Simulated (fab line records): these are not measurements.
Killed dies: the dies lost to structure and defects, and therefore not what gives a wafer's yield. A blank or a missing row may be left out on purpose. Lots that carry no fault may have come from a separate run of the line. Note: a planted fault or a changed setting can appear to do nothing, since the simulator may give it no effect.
A lot that was struck, set against a sound lot / flow n5Finfet / 36 steps out of a route of 1938
Sound: these wafers, L770.2, L770.4, L770.6. Struck: wafer L784.1; the same lot's L784.3 was not struck, so it is left out; see the end for the cause.
At each step with rows: each side's tool, then ch and its chambers, then its first start. Under that, the readings that differ: sound wafers / struck wafers / difference of the means / sigmas: that difference in standard deviations of wafers without a fault.
alike: readings whose means differ by less than 2 such deviations, and words and numbers that are the same on both sides. not compared: withheld readings, readings that some wafer has no value for, bounds like >300 that may hide the same value, and numbers for which the record gives no deviation and whose values overlap.
A row with sigmas, a row that says differs or no value, or rows on one side alone: a step with any of these is where the two part. Numbers that don't overlap but have no deviation are shown without sigmas and don't part them. A reading that every wafer of one side lacks parts them only if that side has two wafers or more.

first, 9 steps without rows for these wafers: N5_BEOL_M9_ALD_74 (deposits TaN, target thk 2 nm, pulse time 2 s, purge time 3 s); N5_BEOL_M9_SURFACE_TREAT_79; N5_BEOL_M9_CVD_78 (deposits Co from CCTBA/H2, target thk 2 nm, time 138.9 s); N5_BEOL_M9_SPUTTER_48 (material Cu, target thk 12 nm, time 2 s); N5_BEOL_M9_ECD_50 (material Cu, target thk 318 nm); N5_BEOL_M9_ANNEAL_51 (time 90 s); N5_BEOL_M9_CMP_52 (polishes, stops on SiCOH lowk, t overpolish 7 s, target thk 140 nm); N5_BEOL_M9_PRE_CLEAN_55 (time 15 s); N5_BEOL_M9_DEP_56 (deposits SiCN from 3MS/NH3, target thk 15 nm, time 26.5 s).
N5_BEOL_M10_ILD_DEP_00: deposits SiCOH lowk from DEMS/porogen, target thk 308.51 nm, time 58 s.
  sound on pecvd-01 ch 0,1, day 9 21:43; struck on pecvd-01 ch 1, day 14 08:18
reading=runLengthS (s); sound=101.5 101.6 100.7; struck=84.6; difference=-16.7; sigmas=-30
reading=model.SiCOH_lowk_of_BEOL_M10_ILD_DEP_00.thkNm (nm); sound=301.8 306.4 306.4; struck=216.4; difference=-88.5; sigmas=
  alike: heaterPowerW, showerheadPlenumPTorr, throttleValvePct
  not compared: sinceWetCleanH
then, 1 step without rows for these wafers: N5_BEOL_M10_CURE_71 (cures SiCOH lowk, time 240 s).
N5_BEOL_M10_THK_MEAS_01:
  sound: filmMetro-02 at day 9 22:19; struck: filmMetro-02 at day 14 09:22
reading=M10_ILD_THK (nm); sound=262 266 266; struck=187; difference=-78; sigmas=-22
then, 23 steps without rows for these wafers: N5_BEOL_M10_PECVD_70 (deposits SiO2 from TEOS/O2, target thk 20 nm, time 22.7 s); N5_BEOL_M10_HM_DEP_02 (deposits TiN, target thk 20 nm); N5_BEOL_M10_COAT_59 (time 60 s, resist thk 100 nm); N5_BEOL_M10_COAT_60 (time 60 s, resist thk 30 nm); N5_BEOL_M10_COAT_05 (resist thk 90 nm); N5_BEOL_M10_EBR_07; N5_BEOL_M10_SOFTBAKE_06 (time 60 s); N5_BEOL_M10_EXPOSE_08 (exposes mask M10); N5_BEOL_M10_PEB_09 (peb time 60 s); N5_BEOL_M10_DEVELOP_10 (develop time 30 s); N5_BEOL_M10_DESCUM_16 (chemistry O2, time 7.9 s); N5_BEOL_M10_ETCH_61 (etches SiARC in CF4, target depth 39 nm, time 65 s); N5_BEOL_M10_ETCH_62 (etches SOC in N2/H2, target depth 110 nm, overetch 22 nm, time 165 s); N5_BEOL_M10_STRIP_68 (strips in N2/H2); N5_BEOL_M10_STRIP_67 (strips in CF4); N5_BEOL_M10_HM_OPEN_17 (chemistry Cl2/BCl3, target TiN, target depth 20 nm, overetch 6 nm); N5_BEOL_M10_STRIP_19 (strips in O2); N5_BEOL_M10_COAT_63 (time 60 s, resist thk 100 nm); N5_BEOL_M10_COAT_64 (time 60 s, resist thk 30 nm); N5_BEOL_M10_COAT_22 (resist thk 90 nm); N5_BEOL_M10_EBR_24; N5_BEOL_M10_SOFTBAKE_23 (time 60 s); N5_BEOL_M10_EXPOSE_25 (exposes mask V9).
N5_BEOL_M10_CMP_52: polishes, stops on SiCOH lowk, t overpolish 7 s, target thk 140 nm.
  sound on cmp-04 ch 2,3, day 10 07:30; struck on cmp-02 ch 0, day 14 18:10
reading=model.SiCOH_lowk_of_BEOL_M10_ILD_DEP_00.thkNm (nm); sound=259.2 263.2 263.2; struck=184; difference=-78; sigmas=
  alike: motorCurrentA

WHERE THEY PART
At N5_BEOL_M10_ILD_DEP_00 first; at N5_BEOL_M10_THK_MEAS_01 last (within this record only). Later steps at which nothing parts them and some readings are alike: N5_BEOL_M10_CMP_52.

WHY: whatever the simulator had introduced
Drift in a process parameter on pecvd-01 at N5_BEOL_M10_ILD_DEP_00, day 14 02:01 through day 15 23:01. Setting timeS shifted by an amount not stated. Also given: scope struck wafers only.
